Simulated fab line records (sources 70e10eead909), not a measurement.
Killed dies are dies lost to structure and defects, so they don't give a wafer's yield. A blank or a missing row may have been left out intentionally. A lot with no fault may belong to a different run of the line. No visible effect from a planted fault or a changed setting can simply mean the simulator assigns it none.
fab line records :: flow nand_harc
record:
  lots: 6
  wafers: 16
  last_day: 23
route steps=1159 shown A_ONON_D1@428
lots that met no fault: from a run of the same line without faults
start_h: the number of hours between the record's first day and the start of the first shown wafer of the lot :: wait_h: how many hours have passed since the lot's step before this one :: " unchanged from the row above :: L1.1+2: one row covering several wafers at once :: - no value, or no start was given :: * or withheld: withheld :: < > ~ a bound
route shown NAME@n: a module of which the file shows steps, and the number in the route of the first :: usual: average and standard deviation across the fault-free wafers :: same: alike in all rows :: chamber/n: place in a boat :: sites: each site's reading :: _std_site: the values' standard deviation :: _edge_site: mean of outer sites minus mean of inner sites :: radius_mm: how far each site lies from the wafer's centre :: mask NAME#n: copy n :: behind: the tool/chamber that last shaped the wafer :: hold: cause of the lot's hold/its duration in hours/its outcome :: device: which transistor (n, p or np) failed to switch :: end of line: the tests these same wafers got at the end of their route :: a step without rows: its recipe alone :: killed: at the first sort, the dies lost to defects and structure; wafer yield is something else :: map: a wafer's dies, marking killed ones x, the rest . and places with no die _
set.NAME: the setting as run; set.NAME@STEP: as run at that earlier step :: model.NAME: the simulator's own value behind a step, which no gauge read
a table for each step, a row for each wafer; lots at some steps of the route
services: from which hour (start_h, from the record's first day; less than 0 if before it) a tool's chamber was out of use, for how many hours, and why
== steps ==
step: NHARC_A_ONON_D1_DEP_06
recipe:
  target_thk_a: 10000
  n2_flow_sccm: 2750
  n2o_flow_sccm: 2000
  nh3_flow_sccm: 500
  sih4_flow_sccm: 210
  temp_c: 400
step: NHARC_A_ONON_D1_THK_MEAS_08
recipe:
  thk_meas_gauge: ellipsometry
usual:
  thk_nm: 1001/8.5
lot.wafer: L410.1
tool: film_metro-02
chamber: -
start_h: 198.75
wait_h: -
thk_nm: 1006

lot.wafer: L410.4
tool: film_metro-02
chamber: -
start_h: 198.75
wait_h: -
thk_nm: 1006

lot.wafer: L410.5
tool: film_metro-02
chamber: -
start_h: 198.75
wait_h: -
thk_nm: 1008

lot.wafer: L413.2
tool: film_metro-02
chamber: -
start_h: 226.72
wait_h: -
thk_nm: 999

lot.wafer: L413.4
tool: film_metro-02
chamber: -
start_h: 226.72
wait_h: -
thk_nm: 999

lot.wafer: L413.5
tool: film_metro-02
chamber: -
start_h: 226.72
wait_h: -
thk_nm: 1000

lot.wafer: L415.1
tool: film_metro-01
chamber: -
start_h: 235.49
wait_h: -
thk_nm: 991

lot.wafer: L415.3
tool: film_metro-01
chamber: -
start_h: 235.49
wait_h: -
thk_nm: 987

lot.wafer: L415.5
tool: film_metro-01
chamber: -
start_h: 235.49
wait_h: -
thk_nm: 989

lot.wafer: L419.3
tool: film_metro-02
chamber: -
start_h: 258.71
wait_h: -
thk_nm: 993

lot.wafer: L419.4
tool: film_metro-02
chamber: -
start_h: 258.71
wait_h: -
thk_nm: 992

lot.wafer: L419.5
tool: film_metro-02
chamber: -
start_h: 258.71
wait_h: -
thk_nm: 991

lot.wafer: L424.2
tool: film_metro-01
chamber: -
start_h: 280.41
wait_h: -
thk_nm: 1001

lot.wafer: L424.3
tool: film_metro-01
chamber: -
start_h: 280.41
wait_h: -
thk_nm: 998

lot.wafer: L426.2
tool: film_metro-02
chamber: -
start_h: 290.18
wait_h: -
thk_nm: 997

lot.wafer: L426.3
tool: film_metro-02
chamber: -
start_h: 290.18
wait_h: -
thk_nm: 996
step: NHARC_A_ONON_D1_DEP_09
recipe:
  target_thk_a: 10000
  n2_flow_sccm: 2750
  n2o_flow_sccm: 2000
  nh3_flow_sccm: 500
  sih4_flow_sccm: 210
  temp_c: 400
step: NHARC_A_ONON_D1_THK_MEAS_11
recipe:
  thk_meas_gauge: ellipsometry
usual:
  thk_nm: 1000/9.4
lot.wafer: L410.1
tool: film_metro-01
chamber: -
start_h: 199.32
wait_h: -
thk_nm: 998

lot.wafer: L410.4
tool: film_metro-01
chamber: -
start_h: 199.32
wait_h: -
thk_nm: 998

lot.wafer: L410.5
tool: film_metro-01
chamber: -
start_h: 199.32
wait_h: -
thk_nm: 999

lot.wafer: L413.2
tool: film_metro-01
chamber: -
start_h: 227.28
wait_h: -
thk_nm: 995

lot.wafer: L413.4
tool: film_metro-01
chamber: -
start_h: 227.28
wait_h: -
thk_nm: 994

lot.wafer: L413.5
tool: film_metro-01
chamber: -
start_h: 227.28
wait_h: -
thk_nm: 995

lot.wafer: L415.1
tool: film_metro-01
chamber: -
start_h: 236.06
wait_h: -
thk_nm: 995

lot.wafer: L415.3
tool: film_metro-01
chamber: -
start_h: 236.06
wait_h: -
thk_nm: 998

lot.wafer: L415.5
tool: film_metro-01
chamber: -
start_h: 236.06
wait_h: -
thk_nm: 997

lot.wafer: L419.3
tool: film_metro-02
chamber: -
start_h: 259.28
wait_h: -
thk_nm: 978

lot.wafer: L419.4
tool: film_metro-02
chamber: -
start_h: 259.28
wait_h: -
thk_nm: 979

lot.wafer: L419.5
tool: film_metro-02
chamber: -
start_h: 259.28
wait_h: -
thk_nm: 978

lot.wafer: L424.2
tool: film_metro-02
chamber: -
start_h: 280.98
wait_h: -
thk_nm: 1017

lot.wafer: L424.3
tool: film_metro-02
chamber: -
start_h: 280.98
wait_h: -
thk_nm: 1017

lot.wafer: L426.2
tool: film_metro-02
chamber: -
start_h: 290.75
wait_h: -
thk_nm: 1010

lot.wafer: L426.3
tool: film_metro-02
chamber: -
start_h: 290.75
wait_h: -
thk_nm: 1011
step: NHARC_A_ONON_D1_DEP_12
recipe:
  target_thk_a: 10000
  n2_flow_sccm: 2750
  n2o_flow_sccm: 2000
  nh3_flow_sccm: 500
  sih4_flow_sccm: 210
  temp_c: 400
step: NHARC_A_ONON_D1_THK_MEAS_14
recipe:
  thk_meas_gauge: ellipsometry
usual:
  thk_nm: 1000/8.8
lot.wafer: L410.1
tool: film_metro-01
chamber: -
start_h: 199.88
wait_h: -
thk_nm: 983

lot.wafer: L410.4
tool: film_metro-01
chamber: -
start_h: 199.88
wait_h: -
thk_nm: 985

lot.wafer: L410.5
tool: film_metro-01
chamber: -
start_h: 199.88
wait_h: -
thk_nm: 982

lot.wafer: L413.2
tool: film_metro-01
chamber: -
start_h: 227.85
wait_h: -
thk_nm: 1006

lot.wafer: L413.4
tool: film_metro-01
chamber: -
start_h: 227.85
wait_h: -
thk_nm: 1006

lot.wafer: L413.5
tool: film_metro-01
chamber: -
start_h: 227.85
wait_h: -
thk_nm: 1009

lot.wafer: L415.1
tool: film_metro-01
chamber: -
start_h: 236.63
wait_h: -
thk_nm: 998

lot.wafer: L415.3
tool: film_metro-01
chamber: -
start_h: 236.63
wait_h: -
thk_nm: 996

lot.wafer: L415.5
tool: film_metro-01
chamber: -
start_h: 236.63
wait_h: -
thk_nm: 996

lot.wafer: L419.3
tool: film_metro-02
chamber: -
start_h: 259.88
wait_h: -
thk_nm: 997

lot.wafer: L419.4
tool: film_metro-02
chamber: -
start_h: 259.88
wait_h: -
thk_nm: 998

lot.wafer: L419.5
tool: film_metro-02
chamber: -
start_h: 259.88
wait_h: -
thk_nm: 994

lot.wafer: L424.2
tool: film_metro-02
chamber: -
start_h: 281.54
wait_h: -
thk_nm: 994

lot.wafer: L424.3
tool: film_metro-02
chamber: -
start_h: 281.54
wait_h: -
thk_nm: 993

lot.wafer: L426.2
tool: film_metro-02
chamber: -
start_h: 291.32
wait_h: -
thk_nm: 993

lot.wafer: L426.3
tool: film_metro-02
chamber: -
start_h: 291.32
wait_h: -
thk_nm: 992
step: NHARC_A_ONON_D1_ANNEAL_15
recipe:
  temp_c: 750
  time_s: 3600
step: NHARC_A_ONON_D1_DEP_16
recipe:
  target_thk_a: 10000
  n2_flow_sccm: 2750
  n2o_flow_sccm: 2000
  nh3_flow_sccm: 500
  sih4_flow_sccm: 210
  temp_c: 400
step: NHARC_A_ONON_D1_THK_MEAS_18
recipe:
  thk_meas_gauge: ellipsometry
usual:
  thk_nm: 1003/11
lot.wafer: L410.1
tool: film_metro-02
chamber: -
start_h: 206.64
wait_h: -
thk_nm: 1005

lot.wafer: L410.4
tool: film_metro-02
chamber: -
start_h: 206.64
wait_h: -
thk_nm: 1002

lot.wafer: L410.5
tool: film_metro-02
chamber: -
start_h: 206.64
wait_h: -
thk_nm: 1003

lot.wafer: L413.2
tool: film_metro-01
chamber: -
start_h: 234.93
wait_h: -
thk_nm: 1009

lot.wafer: L413.4
tool: film_metro-01
chamber: -
start_h: 234.93
wait_h: -
thk_nm: 1010

lot.wafer: L413.5
tool: film_metro-01
chamber: -
start_h: 234.93
wait_h: -
thk_nm: 1011

lot.wafer: L415.1
tool: film_metro-02
chamber: -
start_h: 243.76
wait_h: -
thk_nm: 1005

lot.wafer: L415.3
tool: film_metro-02
chamber: -
start_h: 243.76
wait_h: -
thk_nm: 1005

lot.wafer: L415.5
tool: film_metro-02
chamber: -
start_h: 243.76
wait_h: -
thk_nm: 1002

lot.wafer: L419.3
tool: film_metro-01
chamber: -
start_h: 267.03
wait_h: -
thk_nm: 993

lot.wafer: L419.4
tool: film_metro-01
chamber: -
start_h: 267.03
wait_h: -
thk_nm: 993

lot.wafer: L419.5
tool: film_metro-01
chamber: -
start_h: 267.03
wait_h: -
thk_nm: 992

lot.wafer: L424.2
tool: film_metro-01
chamber: -
start_h: 288.75
wait_h: -
thk_nm: 1008

lot.wafer: L424.3
tool: film_metro-01
chamber: -
start_h: 288.75
wait_h: -
thk_nm: 1004

lot.wafer: L426.2
tool: film_metro-01
chamber: -
start_h: 298.36
wait_h: -
thk_nm: 1000

lot.wafer: L426.3
tool: film_metro-01
chamber: -
start_h: 298.36
wait_h: -
thk_nm: 1001
step: NHARC_A_ONON_D1_DEP_19
recipe:
  target_thk_a: 10000
  n2_flow_sccm: 2750
  n2o_flow_sccm: 2000
  nh3_flow_sccm: 500
  sih4_flow_sccm: 210
  temp_c: 400
step: NHARC_A_ONON_D1_THK_MEAS_21
recipe:
  thk_meas_gauge: ellipsometry
usual:
  thk_nm: 1004/7.2
lot.wafer: L410.1
tool: film_metro-01
chamber: -
start_h: 207.32
wait_h: -
thk_nm: 1000

lot.wafer: L410.4
tool: film_metro-01
chamber: -
start_h: 207.32
wait_h: -
thk_nm: 1001

lot.wafer: L410.5
tool: film_metro-01
chamber: -
start_h: 207.32
wait_h: -
thk_nm: 1000

lot.wafer: L413.2
tool: film_metro-01
chamber: -
start_h: 235.50
wait_h: -
thk_nm: 1012

lot.wafer: L413.4
tool: film_metro-01
chamber: -
start_h: 235.50
wait_h: -
thk_nm: 1012

lot.wafer: L413.5
tool: film_metro-01
chamber: -
start_h: 235.50
wait_h: -
thk_nm: 1012

lot.wafer: L415.1
tool: film_metro-02
chamber: -
start_h: 244.34
wait_h: -
thk_nm: 1011

lot.wafer: L415.3
tool: film_metro-02
chamber: -
start_h: 244.34
wait_h: -
thk_nm: 1011

lot.wafer: L415.5
tool: film_metro-02
chamber: -
start_h: 244.34
wait_h: -
thk_nm: 1012

lot.wafer: L419.3
tool: film_metro-01
chamber: -
start_h: 267.72
wait_h: -
thk_nm: 1007

lot.wafer: L419.4
tool: film_metro-01
chamber: -
start_h: 267.72
wait_h: -
thk_nm: 1006

lot.wafer: L419.5
tool: film_metro-01
chamber: -
start_h: 267.72
wait_h: -
thk_nm: 1007

lot.wafer: L424.2
tool: film_metro-02
chamber: -
start_h: 289.31
wait_h: -
thk_nm: 999

lot.wafer: L424.3
tool: film_metro-02
chamber: -
start_h: 289.31
wait_h: -
thk_nm: 999

lot.wafer: L426.2
tool: film_metro-01
chamber: -
start_h: 298.93
wait_h: -
thk_nm: 996

lot.wafer: L426.3
tool: film_metro-01
chamber: -
start_h: 298.93
wait_h: -
thk_nm: 998
step: NHARC_A_ONON_D1_DEP_22
recipe:
  target_thk_a: 10000
  n2_flow_sccm: 2750
  n2o_flow_sccm: 2000
  nh3_flow_sccm: 500
  sih4_flow_sccm: 210
  temp_c: 400
usual:
  n2o_flow_sccm: 1999/5.7
lot.wafer: L410.1
tool: pecvd_onon-03
chamber: 0
start_h: 207.38
wait_h: 0.1
n2o_flow_sccm: 1999

lot.wafer: L410.4
tool: pecvd_onon-03
chamber: 0
start_h: 207.38
wait_h: 0.1
n2o_flow_sccm: 1999

lot.wafer: L410.5
tool: pecvd_onon-03
chamber: 0
start_h: 207.38
wait_h: 0.1
n2o_flow_sccm: 1992

lot.wafer: L413.2
tool: pecvd_onon-01
chamber: 0
start_h: 235.62
wait_h: 0.1
n2o_flow_sccm: 2000

lot.wafer: L413.4
tool: pecvd_onon-01
chamber: 0
start_h: 235.62
wait_h: 0.1
n2o_flow_sccm: 1999

lot.wafer: L413.5
tool: pecvd_onon-01
chamber: 0
start_h: 235.62
wait_h: 0.1
n2o_flow_sccm: 2001

lot.wafer: L415.1
tool: pecvd_onon-01
chamber: 0
start_h: 244.39
wait_h: 0.1
n2o_flow_sccm: 1993

lot.wafer: L415.3
tool: pecvd_onon-01
chamber: 0
start_h: 244.39
wait_h: 0.1
n2o_flow_sccm: 1999

lot.wafer: L415.5
tool: pecvd_onon-01
chamber: 0
start_h: 244.39
wait_h: 0.1
n2o_flow_sccm: 1994

lot.wafer: L419.3
tool: pecvd_onon-04
chamber: 0
start_h: 267.89
wait_h: 0.2
n2o_flow_sccm: 2006

lot.wafer: L419.4
tool: pecvd_onon-04
chamber: 0
start_h: 267.89
wait_h: 0.2
n2o_flow_sccm: 2006

lot.wafer: L419.5
tool: pecvd_onon-04
chamber: 0
start_h: 267.89
wait_h: 0.2
n2o_flow_sccm: 2006

lot.wafer: L424.2
tool: pecvd_onon-01
chamber: 0
start_h: 289.43
wait_h: 0.1
n2o_flow_sccm: 2004

lot.wafer: L424.3
tool: pecvd_onon-01
chamber: 0
start_h: 289.43
wait_h: 0.1
n2o_flow_sccm: 1998

lot.wafer: L426.2
tool: pecvd_onon-01
chamber: 0
start_h: 299.04
wait_h: 0.1
n2o_flow_sccm: 1996

lot.wafer: L426.3
tool: pecvd_onon-01
chamber: 0
start_h: 299.04
wait_h: 0.1
n2o_flow_sccm: 2005
step: NHARC_A_ONON_D1_THK_MEAS_24
recipe:
  thk_meas_gauge: ellipsometry
usual:
  thk_nm: 1000/6.2
lot.wafer: L410.1
tool: film_metro-01
chamber: -
start_h: 207.89
wait_h: -
hold: -
thk_nm: 1001

lot.wafer: L410.4
tool: film_metro-01
chamber: -
start_h: 207.89
wait_h: -
hold: -
thk_nm: 1000

lot.wafer: L410.5
tool: film_metro-01
chamber: -
start_h: 207.89
wait_h: -
hold: -
thk_nm: 1000

lot.wafer: L413.2
tool: film_metro-01
chamber: -
start_h: 236.07
wait_h: -
hold: -
thk_nm: 997

lot.wafer: L413.4
tool: film_metro-01
chamber: -
start_h: 236.07
wait_h: -
hold: -
thk_nm: 997

lot.wafer: L413.5
tool: film_metro-01
chamber: -
start_h: 236.07
wait_h: -
hold: -
thk_nm: 999

lot.wafer: L415.1
tool: film_metro-02
chamber: -
start_h: 244.90
wait_h: -
hold: -
thk_nm: 1005

lot.wafer: L415.3
tool: film_metro-02
chamber: -
start_h: 244.90
wait_h: -
hold: -
thk_nm: 1003

lot.wafer: L415.5
tool: film_metro-02
chamber: -
start_h: 244.90
wait_h: -
hold: -
thk_nm: 1003

lot.wafer: L419.3
tool: film_metro-02
chamber: -
start_h: 268.29
wait_h: -
hold: -
thk_nm: 1000

lot.wafer: L419.4
tool: film_metro-02
chamber: -
start_h: 268.29
wait_h: -
hold: -
thk_nm: 999

lot.wafer: L419.5
tool: film_metro-02
chamber: -
start_h: 268.29
wait_h: -
hold: -
thk_nm: 998

lot.wafer: L424.2
tool: film_metro-01
chamber: -
start_h: 289.88
wait_h: -
hold: await_dispo/0.2h/release
thk_nm: 1767

lot.wafer: L424.3
tool: film_metro-01
chamber: -
start_h: 289.88
wait_h: -
hold: await_dispo/0.2h/release
thk_nm: 1767

lot.wafer: L424.2
tool: film_metro-01
chamber: -
start_h: 290.05
wait_h: 0.2
hold: -
thk_nm: 1768

lot.wafer: L424.3
tool: film_metro-01
chamber: -
start_h: 290.05
wait_h: 0.2
hold: -
thk_nm: 1767

lot.wafer: L426.2
tool: film_metro-01
chamber: -
start_h: 299.50
wait_h: -
hold: await_dispo/0.2h/release
thk_nm: 1747

lot.wafer: L426.3
tool: film_metro-01
chamber: -
start_h: 299.50
wait_h: -
hold: await_dispo/0.2h/release
thk_nm: 1747

lot.wafer: L426.2
tool: film_metro-01
chamber: -
start_h: 299.68
wait_h: 0.2
hold: -
thk_nm: 1746

lot.wafer: L426.3
tool: film_metro-01
chamber: -
start_h: 299.68
wait_h: 0.2
hold: -
thk_nm: 1747
== services ==
tool: pecvd_onon-01
chamber: -
start_h: 195.00
hours: 13.0
kind: pm

tool: pecvd_onon-04
chamber: -
start_h: 237.16
hours: 13.0
kind: pm
== key ==
first_sign:
  step: NHARC_A_ONON_D1_THK_MEAS_24
  reading: visit
  direction: added
effect:
  step: NHARC_A_ONON_D1_THK_MEAS_24
  reading: thk_nm
  direction: up
  sigmas: 99+
  usual: 1000
  struck: 1757
met_at NHARC_A_ONON_D1_DEP_22
struck_wafers L424.2,L424.3,L426.2,L426.3
later_rows_left_out L424.2,L424.3,L426.2,L426.3
sort_left_out L424.2,L424.3,L426.2,L426.3
tester_left_out L424,L426
onset_between 244.39 289.43
also_fits time
fault:
  kind: process_parameter_drift
  tool: pecvd_onon-01
  chamber: -
  onset_h: 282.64
  steps: NHARC_A_ONON_D1_DEP_22
  channel: target_thk_a
  offset: *
  shape: step
  end_h: 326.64
  scope: struck_wafers_only
  acts_in: *
  stated: *
tester_left_out: of these lots the tester's yield and bins aren't shown, on N5 and GAA mostly nor the transistor test; their killed dies are dies lost to structure and defects alone, not to doping, threshold or leakage, so they don't give the yield
sort_left_out: the simulated sort isn't trusted on such a fault, so these wafers' sort isn't shown, and their yield isn't known
later_rows_left_out: the simulator's readings of these wafers behind a module that went badly wrong aren't trusted and aren't shown, but for the sort
